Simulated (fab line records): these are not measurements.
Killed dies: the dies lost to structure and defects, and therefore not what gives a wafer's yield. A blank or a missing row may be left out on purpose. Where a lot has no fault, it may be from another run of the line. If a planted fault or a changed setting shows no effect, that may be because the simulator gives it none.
fab line records | flow n5_finfet
[record] lots = 7 | wafers = 39
route steps=1938 shown ZERO_LAYER@11 FIN_SAQP@102 SPACER0@259 HKMG_FIN@403 MOL_CONTACT_COAG@608 BEOL_M0@736 BEOL_M1@818 BEOL_M4@1021 BEOL_M5@1160 BEOL_M7@1308 BEOL_M8@1371 BEOL_M12@1650 BEOL_M15@1809 MIM_BOT@1833 PASSIVATION@1936
start_h: hours from the record's opening day to when the first of the lot's shown wafers began | wait_h: hours since the lot's step before | " repeats the value in the row above | L1.1+2: several wafers, shown together as one row | - either no value or no given start | * or withheld: withheld | < > ~ a bound
route shown NAME@n: a module of which the file shows steps, and the number in the route of the first | usual: average and standard deviation across the fault-free wafers | same: alike in all rows | chamber/n: place in a boat | sites: the reading at each site | _std_site: their standard deviation | _edge_site: inner sites' mean taken away from outer sites' mean | radius_mm: for every site, how far away it sits from the centre of the wafer | mask NAME#n: copy n | behind: the most recent tool/chamber to have shaped the wafer | hold: the reason the lot was held/the length of the hold in hours/how it ended | device: the transistor (n, p or np) that didn't switch | end of line: the tests these same wafers got at the end of their route | where a step has no rows: the recipe by itself | killed: dies lost to structure and defects at the first sort, not the wafer's yield | map: a wafer's dies, x killed, . not, _ none there
set.NAME: the setting the step ran with; set.NAME@STEP: the setting that earlier step ran with | model.NAME: the simulator's own value behind a step, which no gauge read
one table per step and one row per wafer, for lots whose settings were changed on purpose
[[steps]]
[step N5_ZERO_LAYER_DEVELOP_10]
[recipe] develop_time_s = 60 | rinse_liquid = diw | dry = air_spin | dev_temp_c = 21
[step N5_FIN_SAQP_HM_DEP_72]
[recipe] material = SiO2 | target_thk_a = 120 | temp_c = 400 | precursor = SiH4/N2O | pressure_torr = 0.75 | rf_w = 275 | time_s = 7.2
[step N5_SPACER0_ALD_00]
[recipe] material = SiOCN | target_thk_a = 35 | temp_c = 400 | ald_precursor_family = alkyl-aminosilane | ald_co_reactant = O2/N2-plasma | pulse_time_s = 3 | purge_time_s = 2 | co_reactant_purge_time_s = 2 | ald_cycles = 58 | pressure_torr = 2
[step N5_HKMG_FIN_ETCH_55]
[recipe] chemistry = N2/H2 | target = SOC | target_depth_a = 2400 | temp_c = 40 | time_s = 300 | ion_energy_ev = 200 | mask_material = SiARC | pressure_mtorr = 30 | source_w = 840 | bias_w = 150 | n2_flow_sccm = 200 | h2_flow_sccm = 200
[step N5_MOL_CONTACT_COAG_ALD_133]
[recipe] material = SiO2 | target_thk_a = 50 | temp_c = 100 | ald_precursor_family = BDEAS | ald_co_reactant = O2-plasma | pulse_time_s = 1 | co_reactant_pulse_time_s = 1 | purge_time_s = 2 | co_reactant_purge_time_s = 2 | ald_cycles = 35 | pressure_torr = 2
[step N5_BEOL_M0_SPUTTER_132]
[recipe] material = Cu | target_thk_a = 40 | temp_c = -20 | chamber_pressure_pa = 0.07 | power_w = withheld | time_s = 7.37
[step N5_BEOL_M1_SPUTTER_81]
[recipe] material = Cu | target_thk_a = 45 | temp_c = -20 | chamber_pressure_pa = 0.07 | power_w = withheld | time_s = 8.29
[step N5_BEOL_M4_ILD_DEP_00]
[recipe] material = SiOC | target_thk_a = 790 | temp_c = 350 | precursor = DEMS/O2 | pressure_torr = 5 | rf_w = 500 | time_s = 15.3
[step N5_BEOL_M5_TRENCH_ETCH_37]
[recipe] chemistry = C4F6/O2 | target_depth_a = 716.52 | target = SiCOH_lowk | time_s = 24.7 | ion_energy_ev = 250 | pressure_mtorr = 30 | source_w = 345 | bias_w = 185 | Ar_flow_sccm = 300 | C4F6_flow_sccm = 10 | O2_flow_sccm = 10
[step N5_BEOL_M7_TRENCH_ETCH_37]
[recipe] chemistry = C4F6/O2 | target_depth_a = 934.78 | target = SiCOH_lowk | time_s = 31.2 | ion_energy_ev = 250 | pressure_mtorr = 30 | source_w = 345 | bias_w = 185 | Ar_flow_sccm = 300 | C4F6_flow_sccm = 10 | O2_flow_sccm = 10
[step N5_BEOL_M8_ETCH_66]
[recipe] chemistry = N2/H2 | target = SOC | target_depth_a = 800 | overetch_a = 160 | mask_material = SiARC | temp_c = 40 | time_s = 120 | ion_energy_ev = 200 | pressure_mtorr = 30 | source_w = 840 | bias_w = 150 | n2_flow_sccm = 200 | h2_flow_sccm = 200
[step N5_BEOL_M12_SPUTTER_45]
[recipe] material = Cu | target_thk_a = 800 | temp_c = -20 | bias_v = 60 | power_w = 26000 | chamber_pressure_pa = 0.13 | time_s = 13.33
[step N5_BEOL_M15_TRENCH_ETCH_34]
[recipe] chemistry = C4F8/O2/Ar | target = SiO2 | target_depth_a = 8729.3 | he_inner_torr = 15 | he_outer_torr = 30 | time_s = 199 | ion_energy_ev = 800 | pressure_mtorr = 20 | source_w = 1905 | bias_w = 2040 | Ar_flow_sccm = 400 | C4F8_flow_sccm = 16 | O2_flow_sccm = 12
[step N5_MIM_BOT_SPUTTER_00]
[recipe] material = TiN | target_thk_a = 350 | temp_c = 200 | power_w = 3000 | chamber_pressure_pa = 0.49996 | gas = Ar | reactive_partial_pa = 0.37997 | time_s = 89.7
[step N5_PASSIVATION_PROBE_49]
[usual] killed_at_contacts = 14/4.9
lot.wafer | tool      | chamber | start_h | wait_h | set.develop_time_s@ZERO_LAYER_DEVELOP_10 | set.time_s@FIN_SAQP_HM_DEP_72 | set.ald_cycles@SPACER0_ALD_00 | set.time_s@HKMG_FIN_ETCH_55 | set.ald_cycles@MOL_CONTACT_COAG_ALD_133 | set.target_thk_a@BEOL_M0_SPUTTER_132 | set.target_thk_a@BEOL_M1_SPUTTER_81 | set.target_thk_a@BEOL_M4_ILD_DEP_00 | set.time_s@BEOL_M5_TRENCH_ETCH_37 | set.target_depth_a@BEOL_M7_TRENCH_ETCH_37 | set.target_depth_a@BEOL_M8_ETCH_66 | set.target_thk_a@BEOL_M12_SPUTTER_45 | set.time_s@BEOL_M15_TRENCH_ETCH_34 | set.target_thk_a@MIM_BOT_SPUTTER_00 | killed_at_contacts
L077.1    | prober-02 | -       | 331.36  | 0.0    | 60                                       | 7.2                           | 58                            | 300                         | 35                                      | 62.14                                | 45                                  | 516.7                               | 24.7                              | 934.78                                    | 800                                | 800                                  | 242.2                              | 350                                 | 14
L077.2    | prober-02 | -       | 331.41  | 0.1    | 46.13                                    | 8.958                         | 58                            | 300                         | 35                                      | 62.14                                | 71.82                               | 790                                 | 24.7                              | 392.4                                     | 800                                | 800                                  | 242.2                              | 350                                 | 14
L077.3    | prober-02 | -       | 331.46  | 0.1    | 60                                       | 8.958                         | 58                            | 300                         | 35                                      | 40                                   | 71.82                               | 516.7                               | 24.7                              | 934.78                                    | 1014                               | 800                                  | 199                                | 350                                 | 10
L077.4    | prober-02 | -       | 331.51  | 0.2    | 60                                       | 8.958                         | 58                            | 300                         | 35                                      | 40                                   | 45                                  | 790                                 | 24.7                              | 392.4                                     | 800                                | 800                                  | 199                                | 350                                 | 6
L077.5    | prober-02 | -       | 331.56  | 0.2    | 46.13                                    | 7.2                           | 58                            | 300                         | 35                                      | 62.14                                | 45                                  | 516.7                               | 24.7                              | 392.4                                     | 1014                               | 800                                  | 199                                | 350                                 | 15
L077.6    | prober-02 | -       | 331.61  | 0.3    | 46.13                                    | 7.2                           | 58                            | 300                         | 35                                      | 40                                   | 71.82                               | 790                                 | 24.7                              | 934.78                                    | 1014                               | 800                                  | 242.2                              | 350                                 | 7
L082.1    | prober-01 | -       | 340.21  | 0.0    | 24.01                                    | 7.2                           | 91                            | 300                         | 35                                      | 40                                   | 61.75                               | 790                                 | 24.7                              | 934.78                                    | 800                                | 800                                  | 145.1                              | 188.4                               | 25
L082.2    | prober-01 | -       | 340.26  | 0.1    | 60                                       | 7.2                           | 58                            | 300                         | 35                                      | 40                                   | 45                                  | 790                                 | 29.19                             | 934.78                                    | 800                                | 800                                  | 199                                | 350                                 | 18
L082.3    | prober-01 | -       | 340.31  | 0.1    | 60                                       | 5.986                         | 91                            | 243.1                       | 35                                      | 40                                   | 45                                  | 953.3                               | 24.7                              | 934.78                                    | 800                                | 597.2                                | 199                                | 188.4                               | 20
L082.4    | prober-01 | -       | 340.36  | 0.2    | 24.01                                    | 5.986                         | 58                            | 300                         | 35                                      | 40                                   | 61.75                               | 953.3                               | 24.7                              | 934.78                                    | 800                                | 597.2                                | 199                                | 350                                 | 14
L082.5    | prober-01 | -       | 340.41  | 0.2    | 24.01                                    | 5.986                         | 58                            | 243.1                       | 35                                      | 40                                   | 45                                  | 790                                 | 29.19                             | 934.78                                    | 800                                | 597.2                                | 145.1                              | 350                                 | 14
L082.6    | prober-01 | -       | 340.46  | 0.3    | 60                                       | 7.2                           | 91                            | 243.1                       | 35                                      | 40                                   | 61.75                               | 953.3                               | 29.19                             | 934.78                                    | 800                                | 800                                  | 145.1                              | 188.4                               | 8
L083.1    | prober-01 | -       | 363.76  | 0.0    | 85.33                                    | 4.166                         | 58                            | 300                         | 53                                      | 47.53                                | 45                                  | 790                                 | 17.72                             | 934.78                                    | 800                                | 387.3                                | 199                                | 153.5                               | 982
L083.2    | prober-01 | -       | 363.81  | 0.1    | 60                                       | 4.166                         | 58                            | 300                         | 35                                      | 40                                   | 45                                  | 790                                 | 17.72                             | 934.78                                    | 338                                | 800                                  | 199                                | 350                                 | 13
L083.3    | prober-01 | -       | 363.86  | 0.1    | 60                                       | 4.166                         | 58                            | 155.5                       | 53                                      | 40                                   | 45                                  | 790                                 | 24.7                              | 1128                                      | 800                                | 800                                  | 199                                | 153.5                               | 1072
L083.4    | prober-01 | -       | 363.91  | 0.2    | 85.33                                    | 7.2                           | 58                            | 155.5                       | 53                                      | 40                                   | 45                                  | 790                                 | 24.7                              | 934.78                                    | 338                                | 387.3                                | 199                                | 153.5                               | 968
L083.5    | prober-01 | -       | 363.96  | 0.2    | 60                                       | 7.2                           | 58                            | 300                         | 35                                      | 47.53                                | 45                                  | 790                                 | 24.7                              | 1128                                      | 338                                | 387.3                                | 199                                | 350                                 | 13
L083.6    | prober-01 | -       | 364.01  | 0.3    | 85.33                                    | 7.2                           | 58                            | 155.5                       | 35                                      | 47.53                                | 45                                  | 790                                 | 17.72                             | 1128                                      | 800                                | 800                                  | 199                                | 350                                 | 11
L087.1    | prober-01 | -       | 395.90  | 0.0    | 60                                       | 7.2                           | 86                            | 300                         | 35                                      | 27.8                                 | 45                                  | 790                                 | 24.7                              | 934.78                                    | 800                                | 800                                  | 199                                | 203.2                               | 20
L087.2    | prober-01 | -       | 395.95  | 0.1    | 34.18                                    | 7.2                           | 86                            | 175.6                       | 35                                      | 40                                   | 45                                  | 790                                 | 24.7                              | 759                                       | 800                                | 800                                  | 199                                | 203.2                               | 9
L087.3    | prober-01 | -       | 396.00  | 0.1    | 34.18                                    | 7.2                           | 58                            | 300                         | 35                                      | 27.8                                 | 45                                  | 523.1                               | 24.7                              | 934.78                                    | 800                                | 800                                  | 199                                | 350                                 | 16
L087.4    | prober-01 | -       | 396.05  | 0.2    | 60                                       | 7.2                           | 58                            | 175.6                       | 35                                      | 40                                   | 33.03                               | 523.1                               | 24.7                              | 934.78                                    | 800                                | 800                                  | 199                                | 350                                 | 17
L087.5    | prober-01 | -       | 396.10  | 0.2    | 34.18                                    | 7.2                           | 58                            | 175.6                       | 35                                      | 27.8                                 | 33.03                               | 790                                 | 24.7                              | 759                                       | 800                                | 800                                  | 199                                | 350                                 | 17
L087.6    | prober-01 | -       | 396.15  | 0.3    | 60                                       | 7.2                           | 86                            | 300                         | 35                                      | 40                                   | 33.03                               | 523.1                               | 24.7                              | 759                                       | 800                                | 800                                  | 199                                | 203.2                               | 8
L088.1    | prober-01 | -       | 416.79  | 0.0    | 60                                       | 5.002                         | 77                            | 300                         | 35                                      | 40                                   | 45                                  | 535.2                               | 24.7                              | 382.7                                     | 800                                | 800                                  | 199                                | 284                                 | 5
L088.2    | prober-01 | -       | 416.84  | 0.1    | 60                                       | 5.002                         | 58                            | 300                         | 54                                      | 40                                   | 45                                  | 535.2                               | 34.23                             | 382.7                                     | 1196                               | 800                                  | 281.7                              | 284                                 | 1069
L088.3    | prober-01 | -       | 416.89  | 0.1    | 60                                       | 7.2                           | 77                            | 131                         | 35                                      | 40                                   | 52.68                               | 535.2                               | 24.7                              | 934.78                                    | 1196                               | 800                                  | 281.7                              | 284                                 | 14
L088.4    | prober-01 | -       | 416.94  | 0.2    | 72.63                                    | 5.002                         | 77                            | 131                         | 54                                      | 40                                   | 52.68                               | 790                                 | 24.7                              | 382.7                                     | 800                                | 800                                  | 199                                | 350                                 | 1062
L088.5    | prober-01 | -       | 416.99  | 0.2    | 72.63                                    | 7.2                           | 58                            | 300                         | 35                                      | 40                                   | 52.68                               | 790                                 | 34.23                             | 934.78                                    | 800                                | 800                                  | 281.7                              | 350                                 | 12
L088.6    | prober-01 | -       | 417.04  | 0.3    | 72.63                                    | 7.2                           | 58                            | 131                         | 54                                      | 40                                   | 45                                  | 790                                 | 34.23                             | 934.78                                    | 1196                               | 800                                  | 199                                | 350                                 | 1088
L094.1    | prober-01 | -       | 438.61  | 0.0    | 60                                       | 7.2                           | 58                            | 300                         | 35                                      | 40                                   | 45                                  | 790                                 | 24.7                              | 934.78                                    | 800                                | 800                                  | 199                                | 350                                 | 12
L094.4    | prober-01 | -       | 438.76  | 0.2    | 60                                       | 7.2                           | 58                            | 300                         | 35                                      | 40                                   | 45                                  | 790                                 | 24.7                              | 934.78                                    | 800                                | 800                                  | 199                                | 350                                 | 14
L094.5    | prober-01 | -       | 438.81  | 0.2    | 60                                       | 7.2                           | 58                            | 300                         | 35                                      | 40                                   | 45                                  | 790                                 | 24.7                              | 934.78                                    | 800                                | 800                                  | 199                                | 350                                 | 14
L096.1    | prober-01 | -       | 479.05  | 0.0    | 30.71                                    | 7.2                           | 58                            | 300                         | 49                                      | 40                                   | 45                                  | 790                                 | 29.66                             | 1248                                      | 800                                | 800                                  | 95.9                               | 281.7                               | 1050
L096.2    | prober-01 | -       | 479.10  | 0.1    | 30.71                                    | 7.2                           | 58                            | 300                         | 49                                      | 40                                   | 32.45                               | 1090                                | 24.7                              | 934.78                                    | 800                                | 1273                                 | 95.9                               | 350                                 | 1066
L096.3    | prober-01 | -       | 479.15  | 0.1    | 60                                       | 7.2                           | 84                            | 300                         | 35                                      | 40                                   | 32.45                               | 790                                 | 24.7                              | 1248                                      | 800                                | 1273                                 | 199                                | 281.7                               | 11
L096.4    | prober-01 | -       | 479.20  | 0.2    | 60                                       | 7.2                           | 84                            | 300                         | 49                                      | 40                                   | 45                                  | 1090                                | 24.7                              | 934.78                                    | 800                                | 800                                  | 199                                | 350                                 | 1051
L096.5    | prober-01 | -       | 479.25  | 0.2    | 30.71                                    | 7.2                           | 84                            | 300                         | 35                                      | 40                                   | 32.45                               | 790                                 | 29.66                             | 934.78                                    | 800                                | 800                                  | 199                                | 281.7                               | 15
L096.6    | prober-01 | -       | 479.30  | 0.3    | 60                                       | 7.2                           | 58                            | 300                         | 35                                      | 40                                   | 45                                  | 1090                                | 29.66                             | 1248                                      | 800                                | 1273                                 | 95.9                               | 350                                 | 8
// killed by level:class
L077.1 BEOL_M4:area_dep=1074 MOL_CONTACT_COAG:geometric_particle:open=11 STI_FIN_REVEAL:geometric_particle:open=8 BEOL_M3:geometric_particle:open=8 FIN_SAQP:geometric_particle:short=6 GATE_CUT:geometric_particle:short=6 DUMMY_GATE:geometric_particle:open=5 BEOL_M0_SAQP:geometric_particle:short=5
L077.2 BEOL_M7:area_ecd=1073 BEOL_M3:geometric_particle:open=9 GATE_CUT:geometric_particle:open=8 BEOL_M0_SAQP:geometric_particle:short=7 MOL_CONTACT_COAG:geometric_particle:open=7 GATE_CUT:geometric_particle:short=7 MOL_CONTACT_COAG:geometric_particle:short=7 FIN_SAQP:geometric_particle:short=6
L077.3 BEOL_M4:area_dep=1063 BEOL_M3:geometric_particle:open=16 BEOL_M2:geometric_particle:open=9 STI_FIN_REVEAL:geometric_particle:open=8 BEOL_M0_SAQP:geometric_particle:open=8 BEOL_M0_SAQP:geometric_particle:short=8 FIN_SAQP:geometric_particle:short=6 MOL_CONTACT_COAG:geometric_particle:open=6
L077.4 BEOL_M7:area_ecd=1091 STI_FIN_REVEAL:geometric_particle:open=10 DUMMY_GATE:geometric_particle:open=9 GATE_CUT:geometric_particle:short=7 GATE_CUT:geometric_particle:open=7 BEOL_M2:geometric_particle:open=7 MOL_CONTACT_COAG:geometric_particle:open=6 BEOL_M0_SAQP:geometric_particle:short=5
L077.5 BEOL_M4:area_dep=1063 MOL_CONTACT_COAG:geometric_particle:open=12 GATE_CUT:geometric_particle:open=11 BEOL_M3:geometric_particle:open=9 BEOL_M0_SAQP:geometric_particle:short=8 BEOL_M0_SAQP:geometric_particle:open=8 FIN_SAQP:geometric_particle:open=7 STI_FIN_REVEAL:geometric_particle:open=7
L077.6 FIN_SAQP:geometric_particle:open=8 DUMMY_GATE:geometric_particle:open=8 BEOL_M2:geometric_particle:open=8 BEOL_M3:geometric_particle:open=6 GATE_CUT:geometric_particle:short=5 MOL_CONTACT_COAG:geometric_particle:open=4 FIN_SAQP:geometric_particle:short=3 STI_FIN_REVEAL:geometric_particle:open=3
L082.1 MOL_CONTACT_COAG:geometric_particle:open=17 STI_FIN_REVEAL:geometric_particle:open=8 MOL_CONTACT_COAG:geometric_particle:short=8 DUMMY_GATE:geometric_particle:open=6 BEOL_M1:geometric_particle:open=6 BEOL_M15:area_ecd=6 BEOL_M0_SAQP:geometric_particle:open=5 STARTING-WAFER:geometric_particle:short=5
L082.2 MOL_CONTACT_COAG:geometric_particle:open=16 BEOL_M0_SAQP:geometric_particle:short=14 FIN_SAQP:geometric_particle:open=13 BEOL_M0_SAQP:geometric_particle:open=8 BEOL_M2:geometric_particle:open=8 FIN_SAQP:geometric_particle:short=5 STI_FIN_REVEAL:geometric_particle:open=5 BEOL_M1:geometric_particle:open=5
L082.3 MOL_CONTACT_COAG:geometric_particle:open=18 BEOL_M3:geometric_particle:open=14 BEOL_M0_SAQP:geometric_particle:open=11 BEOL_M12:interface_void_opened=7 FIN_SAQP:geometric_particle:short=5 STI_FIN_REVEAL:geometric_particle:open=5 FIN_SAQP:geometric_particle:open=3 DUMMY_GATE:geometric_particle:open=3
L082.4 MOL_CONTACT_COAG:geometric_particle:open=10 BEOL_M12:interface_void_opened=8 STI_FIN_REVEAL:geometric_particle:open=7 BEOL_M1:geometric_particle:open=7 BEOL_M3:geometric_particle:open=7 MOL_CONTACT_COAG:geometric_particle:short=4 BEOL_M0_SAQP:geometric_particle:open=4 BEOL_M2:geometric_particle:open=4
L082.5 STI_FIN_REVEAL:geometric_particle:open=18 MOL_CONTACT_COAG:geometric_particle:open=11 BEOL_M12:interface_void_opened=9 FIN_SAQP:geometric_particle:short=7 BEOL_M0_SAQP:geometric_particle:short=6 BEOL_M1:geometric_particle:open=6 BEOL_M3:geometric_particle:open=5 BEOL_M15:area_ecd=4
L082.6 STI_FIN_REVEAL:geometric_particle:open=7 MOL_CONTACT_COAG:geometric_particle:open=6 DUMMY_GATE:geometric_particle:open=5 BEOL_M3:geometric_particle:open=5 FIN_SAQP:geometric_particle:open=4 BEOL_M0_SAQP:geometric_particle:short=4 BEOL_M1:geometric_particle:open=4 BEOL_M2:geometric_particle:open=4
L083.1 MOL_CONTACT_COAG:area_ald=971 BEOL_M12:interface_void_opened=106 BEOL_M4:geometric_particle:open=16 MOL_CONTACT_COAG:geometric_particle:open=9 FIN_SAQP:geometric_particle:short=8 FIN_SAQP:geometric_particle:open=7 BEOL_M3:geometric_particle:open=5 BEOL_M2:geometric_particle:short=4
L083.2 BEOL_M8:area_etch=1066 STI_FIN_REVEAL:geometric_particle:open=21 MOL_CONTACT_COAG:geometric_particle:open=10 BEOL_M4:geometric_particle:open=10 BEOL_M2:geometric_particle:short=7 FIN_SAQP:geometric_particle:short=6 GATE_CUT:geometric_particle:short=6 STI_FIN_REVEAL:geometric_particle:short=5
L083.3 MOL_CONTACT_COAG:area_ald=1068 FIN_SAQP:geometric_particle:open=24 FIN_SAQP:geometric_particle:short=16 BEOL_M1:geometric_particle:open=8 STI_FIN_REVEAL:geometric_particle:open=7 BEOL_M3:geometric_particle:open=7 GATE_CUT:geometric_particle:short=4 BEOL_M4:geometric_particle:open=4
L083.4 MOL_CONTACT_COAG:area_ald=955 BEOL_M12:interface_void_opened=133 MOL_CONTACT_COAG:geometric_particle:open=10 FIN_SAQP:geometric_particle:open=8 BEOL_M4:geometric_particle:open=8 BEOL_M3:geometric_particle:open=8 STI_FIN_REVEAL:geometric_particle:open=7 FIN_SAQP:geometric_particle:short=6
L083.5 BEOL_M8:area_etch=963 BEOL_M12:interface_void_opened=124 BEOL_M3:geometric_particle:open=11 MOL_CONTACT_COAG:geometric_particle:open=9 FIN_SAQP:geometric_particle:open=8 FIN_SAQP:geometric_particle:short=8 DUMMY_GATE:geometric_particle:open=6 BEOL_M4:geometric_particle:open=6
L083.6 BEOL_M5:area_ecd=13 FIN_SAQP:geometric_particle:open=11 STI_FIN_REVEAL:geometric_particle:open=10 MOL_CONTACT_COAG:geometric_particle:open=10 BEOL_M3:geometric_particle:short=9 FIN_SAQP:geometric_particle:short=4 BEOL_M3:geometric_particle:open=4 BEOL_M1:geometric_particle:open=4
L087.1 MOL_CONTACT_COAG:geometric_particle:open=17 BEOL_M0_SAQP:geometric_particle:short=13 BEOL_M0_SAQP:geometric_particle:open=8 FIN_SAQP:geometric_particle:open=7 FIN_SAQP:geometric_particle:short=6 BEOL_M3:geometric_particle:open=5 STI_FIN_REVEAL:geometric_particle:open=4 BEOL_M2:geometric_particle:open=4
L087.2 FIN_SAQP:geometric_particle:open=14 BEOL_M0_SAQP:geometric_particle:open=11 BEOL_M4:geometric_particle:open=11 FIN_SAQP:geometric_particle:short=9 BEOL_M0_SAQP:geometric_particle:short=8 BEOL_M3:geometric_particle:open=8 MOL_CONTACT_COAG:geometric_particle:open=6 GATE_CUT:geometric_particle:short=5
L087.3 BEOL_M4:area_dep=1070 MOL_CONTACT_COAG:geometric_particle:open=12 BEOL_M0_SAQP:geometric_particle:open=11 DUMMY_GATE:geometric_particle:open=9 BEOL_M0_SAQP:geometric_particle:short=9 GATE_CUT:geometric_particle:short=8 FIN_SAQP:geometric_particle:open=7 BEOL_M3:geometric_particle:open=5
L087.4 BEOL_M4:area_dep=1051 MOL_CONTACT_COAG:geometric_particle:open=15 FIN_SAQP:geometric_particle:short=12 BEOL_M3:geometric_particle:open=9 BEOL_M0_SAQP:geometric_particle:short=8 BEOL_M0_SAQP:geometric_particle:open=7 BEOL_M1:geometric_particle:open=7 BEOL_M2:geometric_particle:open=7
L087.5 BEOL_M0_SAQP:geometric_particle:open=16 MOL_CONTACT_COAG:geometric_particle:open=12 FIN_SAQP:geometric_particle:short=11 FIN_SAQP:geometric_particle:open=9 BEOL_M0_SAQP:geometric_particle:short=9 BEOL_M3:geometric_particle:open=9 BEOL_M4:geometric_particle:open=7 MOL_CONTACT_COAG:geometric_particle:short=5
L087.6 BEOL_M4:area_dep=1055 FIN_SAQP:geometric_particle:short=14 BEOL_M0_SAQP:geometric_particle:open=13 BEOL_M0_SAQP:geometric_particle:short=9 DUMMY_GATE:geometric_particle:open=7 GATE_CUT:geometric_particle:short=7 MOL_CONTACT_COAG:geometric_particle:open=7 FIN_SAQP:geometric_particle:open=6
L088.1 BEOL_M4:area_dep=1001 BEOL_M7:area_ecd=79 FIN_SAQP:geometric_particle:open=16 BEOL_M0_SAQP:geometric_particle:open=11 BEOL_M2:geometric_particle:open=7 BEOL_M4:geometric_particle:open=7 FIN_SAQP:geometric_particle:short=6 STI_FIN_REVEAL:geometric_particle:open=6
L088.2 MOL_CONTACT_COAG:area_ald=1057 FIN_SAQP:geometric_particle:open=25 BEOL_M3:geometric_particle:open=11 MOL_CONTACT_COAG:geometric_particle:open=10 BEOL_M0_SAQP:geometric_particle:short=7 FIN_SAQP:geometric_particle:short=6 GATE_CUT:geometric_particle:short=6 BEOL_M0_SAQP:geometric_particle:open=6
L088.3 BEOL_M4:area_dep=1005 MOL_CONTACT_COAG:geometric_particle:open=11 FIN_SAQP:geometric_particle:open=10 BEOL_M1:geometric_particle:open=10 BEOL_M0_SAQP:geometric_particle:open=8 BEOL_M3:geometric_particle:open=8 BEOL_M4:geometric_particle:open=7 FIN_SAQP:geometric_particle:short=4
L088.4 MOL_CONTACT_COAG:area_ald=1055 BEOL_M0_SAQP:geometric_particle:open=16 FIN_SAQP:geometric_particle:open=15 BEOL_M4:geometric_particle:open=15 BEOL_M1:geometric_particle:open=10 BEOL_M0_SAQP:geometric_particle:short=9 FIN_SAQP:geometric_particle:short=8 MOL_CONTACT_COAG:geometric_particle:open=6
L088.5 STI_FIN_REVEAL:geometric_particle:open=11 BEOL_M4:geometric_particle:open=11 FIN_SAQP:geometric_particle:open=9 MOL_CONTACT_COAG:geometric_particle:open=9 BEOL_M2:geometric_particle:open=9 DUMMY_GATE:geometric_particle:open=5 BEOL_M3:geometric_particle:open=5 FIN_SAQP:geometric_particle:short=4
L088.6 MOL_CONTACT_COAG:area_ald=1079 BEOL_M4:geometric_particle:open=12 BEOL_M2:geometric_particle:open=11 MOL_CONTACT_COAG:geometric_particle:open=7 BEOL_M0_SAQP:geometric_particle:open=7 BEOL_M0_SAQP:geometric_particle:short=6 BEOL_M1:geometric_particle:open=6 BEOL_M2:geometric_particle:short=5
L094.1 MOL_CONTACT_COAG:geometric_particle:open=10 BEOL_M4:geometric_particle:open=10 BEOL_M0_SAQP:geometric_particle:open=9 BEOL_M0_SAQP:geometric_particle:short=8 GATE_CUT:geometric_particle:short=6 FIN_SAQP:geometric_particle:open=5 STI_FIN_REVEAL:geometric_particle:open=5 GATE_CUT:geometric_particle:open=5
L094.4 BEOL_M4:geometric_particle:open=11 MOL_CONTACT_COAG:geometric_particle:open=10 FIN_SAQP:geometric_particle:open=8 BEOL_M1:geometric_particle:open=8 BEOL_M0_SAQP:geometric_particle:short=6 FIN_SAQP:geometric_particle:short=4 GATE_CUT:geometric_particle:short=4 MOL_CONTACT_COAG:geometric_particle:short=4
L094.5 STI_FIN_REVEAL:geometric_particle:open=20 GATE_CUT:geometric_particle:short=11 MOL_CONTACT_COAG:geometric_particle:open=11 BEOL_M5:geometric_particle:open=6 BEOL_M0_SAQP:geometric_particle:short=5 BEOL_M4:geometric_particle:open=5 GATE_CUT:geometric_particle:open=4 BEOL_M0_SAQP:geometric_particle:open=4
L096.1 MOL_CONTACT_COAG:area_ald=1045 FIN_SAQP:geometric_particle:open=15 BEOL_M1:geometric_particle:open=11 BEOL_M3:geometric_particle:open=10 BEOL_M0_SAQP:geometric_particle:open=10 BEOL_M4:geometric_particle:open=8 FIN_SAQP:geometric_particle:short=7 STI_FIN_REVEAL:geometric_particle:open=6
L096.2 MOL_CONTACT_COAG:area_ald=1056 BEOL_M2:geometric_particle:open=11 FIN_SAQP:geometric_particle:short=10 BEOL_M4:area_dep=8 FIN_SAQP:geometric_particle:open=7 STI_FIN_REVEAL:geometric_particle:open=7 GATE_CUT:geometric_particle:short=7 MOL_CONTACT_COAG:geometric_particle:open=7
L096.3 BEOL_M2:geometric_particle:open=13 STI_FIN_REVEAL:geometric_particle:open=9 MOL_CONTACT_COAG:geometric_particle:open=9 FIN_SAQP:geometric_particle:open=8 BEOL_M1:geometric_particle:open=8 BEOL_M3:geometric_particle:open=8 BEOL_M2:geometric_particle:short=8 GATE_CUT:geometric_particle:short=7
L096.4 MOL_CONTACT_COAG:area_ald=1042 BEOL_M4:area_dep=15 STI_FIN_REVEAL:geometric_particle:open=14 BEOL_M0_SAQP:geometric_particle:short=14 BEOL_M2:geometric_particle:open=11 BEOL_M0_SAQP:geometric_particle:open=7 FIN_SAQP:geometric_particle:short=6 MOL_CONTACT_COAG:geometric_particle:open=5
L096.5 BEOL_M2:geometric_particle:open=14 MOL_CONTACT_COAG:geometric_particle:open=12 BEOL_M4:geometric_particle:open=12 FIN_SAQP:geometric_particle:short=11 FIN_SAQP:geometric_particle:open=11 STI_FIN_REVEAL:geometric_particle:open=10 BEOL_M0_SAQP:geometric_particle:open=9 BEOL_M0_SAQP:geometric_particle:short=7
L096.6 BEOL_M4:area_dep=1041 FIN_SAQP:geometric_particle:short=15 BEOL_M0_SAQP:geometric_particle:short=14 BEOL_M2:geometric_particle:open=12 BEOL_M0_SAQP:geometric_particle:open=10 BEOL_M4:geometric_particle:open=10 BEOL_M1:geometric_particle:open=9 FIN_SAQP:geometric_particle:open=5
[[key]]
[split] step = N5_ZERO_LAYER_DEVELOP_10 | setting = develop_time_s | stated_as = 60
response none clear
[split] step = N5_FIN_SAQP_HM_DEP_72 | setting = time_s | stated_as = 7.2
response none clear
[split] step = N5_SPACER0_ALD_00 | setting = ald_cycles | stated_as = 58
response none clear
[split] step = N5_HKMG_FIN_ETCH_55 | setting = time_s | stated_as = 300
response none clear
[split] step = N5_MOL_CONTACT_COAG_ALD_133 | setting = ald_cycles | stated_as = 35
[response] step = N5_PASSIVATION_PROBE_49 | reading = killed_at_contacts | slope = +22.2 | per = 1% | together_with = all | explained = 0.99
[split] step = N5_BEOL_M0_SPUTTER_132 | setting = target_thk_a | stated_as = 40
response none clear
[split] step = N5_BEOL_M1_SPUTTER_81 | setting = target_thk_a | stated_as = 45
response none clear
[split] step = N5_BEOL_M4_ILD_DEP_00 | setting = target_thk_a | stated_as = 790
response none clear
[split] step = N5_BEOL_M5_TRENCH_ETCH_37 | setting = time_s | stated_as = 24.7
response none clear
[split] step = N5_BEOL_M7_TRENCH_ETCH_37 | setting = target_depth_a | stated_as = 934.78
response none clear
[split] step = N5_BEOL_M8_ETCH_66 | setting = target_depth_a | stated_as = 800
response none clear
[split] step = N5_BEOL_M12_SPUTTER_45 | setting = target_thk_a | stated_as = 800
response none clear
[split] step = N5_BEOL_M15_TRENCH_ETCH_34 | setting = time_s | stated_as = 199
response none clear
[split] step = N5_MIM_BOT_SPUTTER_00 | setting = target_thk_a | stated_as = 350
response none clear
